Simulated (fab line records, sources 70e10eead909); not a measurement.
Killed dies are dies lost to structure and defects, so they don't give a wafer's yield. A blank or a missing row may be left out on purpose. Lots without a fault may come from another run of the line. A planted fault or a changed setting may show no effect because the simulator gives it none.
Chamber matching | flow nand_harc | NHARC_A_STAIRCASE_DESCUM_312 on rie_diel-05: 4 sister chambers
The step chemistry O2, time 3 s. 8 wafers are shown with their chamber, then 12 later ones without.

WAFERS WITH THEIR CHAMBER
wafer  | chamber | showerhead_plenum_p_Torr (Torr) | drypump_motor_current_A (A)
L081.5 | 1       | 1.83                            | 6.5
L084.4 | 0       | 1.84                            | 5.3
L086.2 | 2       | 1.90                            | 5.7
L086.5 | 3       | 1.96                            | 5.0
L086.6 | 0       | 1.84                            | 5.3
L093.1 | 3       | 1.96                            | 5.0
L093.2 | 2       | 1.90                            | 5.6
L093.6 | 1       | 1.82                            | 6.4

WAFERS WITHOUT THEIR CHAMBER
wafer  | showerhead_plenum_p_Torr (Torr) | drypump_motor_current_A (A)
L090.2 | 1.90                            | 5.6
L090.4 | 1.82                            | 6.5
L090.5 | 1.96                            | 5.0
L091.2 | 1.96                            | 5.0
L091.3 | 1.83                            | 5.3
L091.5 | 1.96                            | 5.0
L092.1 | 1.90                            | 5.6
L092.3 | 1.96                            | 5.0
L092.6 | 1.90                            | 5.7
L097.1 | 1.83                            | 5.2
L097.2 | 1.95                            | 5.0
L097.4 | 1.89                            | 5.7

WHICH CHAMBER EACH WENT THROUGH
wafer  | from the rows above | in truth
L090.2 | 2                   | 2
L090.4 | 1                   | 1
L090.5 | 3                   | 3
L091.2 | 3                   | 3
L091.3 | 0                   | 0
L091.5 | 3                   | 3
L092.1 | 2                   | 2
L092.3 | 3                   | 3
L092.6 | 2                   | 2
L097.1 | 0                   | 0
L097.2 | 3                   | 3
L097.4 | 2                   | 2
Placed correctly: 12 of 12. Can't be placed from these rows: 0. Placed wrongly: 0.
How it was worked out, from the rows above alone: a wafer's distance from a chamber is the root of the sum, over the readings, of the square of ((its reading less the chamber's mean) divided by the reading's scatter). The wafer belongs to the nearest chamber; if the next one is less than 2 further off, it can't be placed. A chamber's mean is the mean of its shown wafers. The scatter: the root of (the sum of the squares of (reading less its chamber's mean) over the shown wafers, divided by (wafers less chambers)).
